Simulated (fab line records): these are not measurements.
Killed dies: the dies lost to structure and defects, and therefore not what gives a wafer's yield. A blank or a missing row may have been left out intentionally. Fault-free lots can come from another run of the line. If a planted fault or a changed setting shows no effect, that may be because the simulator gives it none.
Tool commonality check | flow nandHarc | Sample size 14 lots and 48 wafers

THE REASON FOR OPENING IT
Flagged at NHARC_P_STI_CD_MEAS_09: reading cdNm, on 2 of 14 lots. Wafers without a fault read 199.8 nm, standard deviation 1.8.
Rule: a lot is flagged in two cases, either no wafer of it has a number, or all its wafers with numbers fall more than 4 standard deviations from that mean. The rest of the lots are taken to be sound.

lot  | measured     | on       | cdNm (nm), wafer by wafer           | flag
L507 | day 3 04:58  | cdSem-03 | 199.2 199.6 198.3                   | 
L508 | day 3 09:47  | cdSem-02 | 202.1 201.8 202.4                   | 
L509 | day 3 16:15  | cdSem-02 | 201.5 201.8 201.9                   | 
L510 | day 4 01:23  | cdSem-03 | 198.0 198.8 198.6                   | 
L511 | day 4 12:45  | cdSem-01 | 202.4 199.5 199.9                   | 
L512 | day 4 23:38  | cdSem-03 | 201.2 200.7 200.2                   | 
L514 | day 5 16:21  | cdSem-01 | 200.7 196.5 198.1                   | 
L515 | day 6 04:52  | cdSem-02 | 203.6 202.0 202.0                   | 
L516 | day 6 16:46  | cdSem-03 | 196.5 198.5 199.6                   | 
L518 | day 7 12:52  | cdSem-03 | 199.5 198.7 198.7                   | 
L522 | day 9 05:50  | cdSem-01 | 200.1 200.4 198.3                   | 
L525 | day 10 10:31 | cdSem-03 | 222.0 225.5 222.6 222.0 225.2 222.4 | FLAGGED
L526 | day 10 18:43 | cdSem-01 | 221.8 219.9 220.3 222.2 220.0 220.6 | FLAGGED
L529 | day 12 00:21 | cdSem-03 | 201.0 200.6 202.5                   | 
The numbers of the flagged lots are 222.0 nm on average: +22.2 nm against the usual, or +12 standard deviations.

EACH LOT AND THE TOOL IT RAN ON
3 process steps preceding the reading are held in the record, out of 1302 steps in the route. In each cell: the tool, then ch and the chambers that the sampled wafers went through, then the start.
lot  | flag    | NHARC_P_ZERO_WELL_ETCH_63      | NHARC_P_ZERO_WELL_DESCUM_39      | NHARC_P_STI_PEB_07
L507 |         | rieSi-04 ch 0,1,2, day 1 21:39 | rieDiel-03 ch 0,1,2, day 2 00:27 | lithoTrack-03 ch 0, day 3 04:52
L508 |         | rieSi-01 ch 1,3, day 2 07:44   | rieDiel-12 ch 1,3, day 2 10:31   | lithoTrack-07 ch 0, day 3 09:42
L509 |         | rieSi-02 ch 0,2,3, day 2 17:31 | rieDiel-08 ch 0,1,2, day 2 20:08 | lithoTrack-02 ch 0, day 3 16:10
L510 |         | rieSi-02 ch 1,2,3, day 3 03:46 | rieDiel-03 ch 0,1,3, day 3 06:35 | lithoTrack-07 ch 0, day 4 01:18
L511 |         | rieSi-01 ch 1,2, day 3 13:40   | rieDiel-12 ch 0,1, day 3 16:10   | lithoTrack-07 ch 0, day 4 12:40
L512 |         | rieSi-01 ch 0,1,2, day 3 23:40 | rieDiel-12 ch 0,1,3, day 4 02:17 | lithoTrack-07 ch 0, day 4 23:33
L514 |         | rieSi-04 ch 0,2, day 4 19:40   | rieDiel-03 ch 0,1,3, day 4 22:09 | lithoTrack-03 ch 0, day 5 16:16
L515 |         | rieSi-04 ch 0,1, day 5 05:46   | rieDiel-08 ch 0,2, day 5 08:22   | lithoTrack-07 ch 0, day 6 04:46
L516 |         | rieSi-01 ch 0,2,3, day 5 15:45 | rieDiel-12 ch 0,1, day 5 18:21   | lithoTrack-03 ch 0, day 6 16:40
L518 |         | rieSi-01 ch 1,2, day 6 11:49   | rieDiel-12 ch 0,1,3, day 6 14:28 | lithoTrack-03 ch 0, day 7 12:47
L522 |         | rieSi-02 ch 0,3, day 8 03:45   | rieDiel-08 ch 0,3, day 8 06:41   | lithoTrack-07 ch 0, day 9 05:45
L525 | FLAGGED | rieSi-02 ch 1,2, day 9 09:37   | rieDiel-12 ch 1,2,3, day 9 12:07 | lithoTrack-07 ch 0, day 10 10:25
L526 | FLAGGED | rieSi-04 ch 1,3, day 9 19:40   | rieDiel-08 ch 1,2,3, day 9 22:18 | lithoTrack-07 ch 0, day 10 18:38
L529 |         | rieSi-02 ch 0,1, day 11 01:43  | rieDiel-03 ch 0,1, day 11 04:23  | lithoTrack-03 ch 0, day 12 00:16
What is done by these steps:
- NHARC_P_ZERO_WELL_ETCH_63: etches the open film in HBr/Cl2, target depth 120 nm, time 40.1 s.
- NHARC_P_ZERO_WELL_DESCUM_39: chemistry O2, time 3 s.
- NHARC_P_STI_PEB_07: peb time 80 s.
- NHARC_P_STI_CD_MEAS_09: target cd 200 nm.

FLAGGED AGAINST TOTAL, ONE TOOL AT A TIME (gauges that did the reading follow at the end)
step                        | tool          | lots run | flagged | share of the flagged lots | sound lots run after its first flagged lot
NHARC_P_ZERO_WELL_ETCH_63   | rieSi-01      | 5        | 0       | none                      | -
NHARC_P_ZERO_WELL_ETCH_63   | rieSi-02      | 5        | 1       | some                      | 1 (L529)
NHARC_P_ZERO_WELL_ETCH_63   | rieSi-04      | 4        | 1       | some                      | 0
NHARC_P_ZERO_WELL_DESCUM_39 | rieDiel-03    | 4        | 0       | none                      | -
NHARC_P_ZERO_WELL_DESCUM_39 | rieDiel-08    | 4        | 1       | some                      | 0
NHARC_P_ZERO_WELL_DESCUM_39 | rieDiel-12    | 6        | 1       | some                      | 0
NHARC_P_STI_PEB_07          | lithoTrack-02 | 1        | 0       | none                      | -
NHARC_P_STI_PEB_07          | lithoTrack-03 | 5        | 0       | none                      | -
NHARC_P_STI_PEB_07          | lithoTrack-07 | 8        | 2       | all                       | 0
NHARC_P_STI_CD_MEAS_09      | cdSem-01      | 4        | 1       | some                      | 0
NHARC_P_STI_CD_MEAS_09      | cdSem-02      | 3        | 0       | none                      | -
NHARC_P_STI_CD_MEAS_09      | cdSem-03      | 7        | 1       | some                      | 1 (L529)

THE TABLE: WHAT IT ALLOWS
All flagged lots share 1 row of the table, namely lithoTrack-07 at NHARC_P_STI_PEB_07.
- lithoTrack-07 at NHARC_P_STI_PEB_07 ran 8 lots, 2 of them flagged. Its last sound lot is L522 (day 9 05:45), its first flagged lot L525 (day 10 10:25): a fault that began between those two fits. Its own readings lie more than 4 standard deviations out on every wafer of the flagged lots: heaterPowerTotalW, plateTempC.
lithoTrack-07 at NHARC_P_STI_PEB_07 is the single tool remaining.

WHAT THE SIMULATOR HAD PUT IN
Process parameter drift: lithoTrack-07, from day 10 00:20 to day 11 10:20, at NHARC_P_STI_PEB_07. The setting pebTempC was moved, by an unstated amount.
Struck lots among those shown: L525, L526. The same result came from the rule above.
